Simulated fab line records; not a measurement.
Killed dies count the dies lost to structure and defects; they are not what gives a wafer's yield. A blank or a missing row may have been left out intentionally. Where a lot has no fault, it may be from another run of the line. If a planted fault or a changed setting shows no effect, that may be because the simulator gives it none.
Matching of chambers + flow n5-finfet + rie-diel-06 running N5_BEOL_M8_ETCH_61: 4 sister chambers
The step etches SiARC in CF4, target depth 45.5 nm, time 75.8 s. 22 wafers are shown with their chamber, then 11 later ones without.

## WAFERS PAIRED WITH THEIR CHAMBERS
| wafer  | chamber | drypump-motor-current-A (A) | showerhead-plenum-p-Torr (Torr) | throttle-valve-pct (%) |
|--------|---------|-----------------------------|---------------------------------|------------------------|
| L077.2 | 2       | 5.3                         | 2.18                            | 15.32                  |
| L077.5 | 2       | 5.3                         | 2.18                            | 15.33                  |
| L077.6 | 1       | 5.4                         | 2.08                            | 15.13                  |
| L083.3 | 1       | 5.4                         | 2.08                            | 15.14                  |
| L083.5 | 1       | 5.4                         | 2.08                            | 15.14                  |
| L083.6 | 3       | 5.5                         | 2.09                            | 15.77                  |
| L081.1 | 3       | 5.5                         | 2.09                            | 15.78                  |
| L081.4 | 2       | 5.4                         | 2.17                            | 15.34                  |
| L081.5 | 1       | 5.5                         | 2.07                            | 15.16                  |
| L084.2 | 3       | 5.5                         | 2.09                            | 15.80                  |
| L084.3 | 0       | 6.5                         | 2.06                            | 15.73                  |
| L084.5 | 3       | 5.5                         | 2.09                            | 15.80                  |
| L086.1 | 2       | 5.3                         | 2.17                            | 15.36                  |
| L086.5 | 1       | 5.5                         | 2.07                            | 15.17                  |
| L086.6 | 2       | 5.3                         | 2.17                            | 15.36                  |
| L087.1 | 0       | 6.5                         | 2.06                            | 15.72                  |
| L087.3 | 2       | 5.3                         | 2.17                            | 15.37                  |
| L087.6 | 2       | 5.3                         | 2.17                            | 15.37                  |
| L090.1 | 1       | 5.4                         | 2.07                            | 15.18                  |
| L090.3 | 2       | 5.4                         | 2.17                            | 15.36                  |
| L090.4 | 0       | 6.5                         | 2.06                            | 15.77                  |
| L092.1 | 0       | 6.5                         | 2.06                            | 15.76                  |

SIGNATURES (means of the wafers above)
| reading                  | chamber 0 | chamber 1 | chamber 2 | chamber 3 | scatter within a chamber |
|--------------------------|-----------|-----------|-----------|-----------|--------------------------|
| drypump-motor-current-A  | 6.500     | 5.433     | 5.325     | 5.500     | 0.0397                   |
| showerhead-plenum-p-Torr | 2.0600    | 2.0750    | 2.1725    | 2.0900    | 0.00408                  |
| throttle-valve-pct       | 15.7450   | 15.1533   | 15.3513   | 15.7875   | 0.0194                   |
Rule: distance of a wafer from a chamber = root of the sum over the readings of ((wafer's reading minus chamber's mean) / reading's scatter) squared. If the next closest chamber is less than 2 further off than the closest, the wafer can't be placed; otherwise it belongs to the closest. The scatter: take each reading less its chamber's mean, square it, sum over the shown wafers, divide by the number of wafers less the number of chambers, and take the root.

## WAFERS WITHOUT THEIR CHAMBER
| wafer  | drypump-motor-current-A (A) | showerhead-plenum-p-Torr (Torr) | throttle-valve-pct (%) |
|--------|-----------------------------|---------------------------------|------------------------|
| L092.4 | 5.4                         | 2.07                            | 15.19                  |
| L092.6 | 5.5                         | 2.07                            | 15.19                  |
| L091.1 | 5.5                         | 2.07                            | 15.19                  |
| L091.2 | 5.3                         | 2.17                            | 15.36                  |
| L091.3 | 5.5                         | 2.09                            | 15.82                  |
| L094.1 | 5.3                         | 2.17                            | 15.39                  |
| L094.5 | 5.3                         | 2.17                            | 15.37                  |
| L094.6 | 5.5                         | 2.07                            | 15.20                  |
| L095.3 | 5.5                         | 2.07                            | 15.18                  |
| L095.5 | 6.5                         | 2.05                            | 15.78                  |
| L095.6 | 5.6                         | 2.08                            | 15.82                  |

## THE CHAMBER EACH PASSED THROUGH
| wafer  | from the rows above | in truth |
|--------|---------------------|----------|
| L092.4 | 1                   | 1        |
| L092.6 | 1                   | 1        |
| L091.1 | 1                   | 1        |
| L091.2 | 2                   | 2        |
| L091.3 | 3                   | 3        |
| L094.1 | 2                   | 2        |
| L094.5 | 2                   | 2        |
| L094.6 | 1                   | 1        |
| L095.3 | 1                   | 1        |
| L095.5 | 0                   | 0        |
| L095.6 | 3                   | 3        |
Correct placement for 11 of the 11. Can't be placed from these rows: 0. Number placed wrongly: 0.
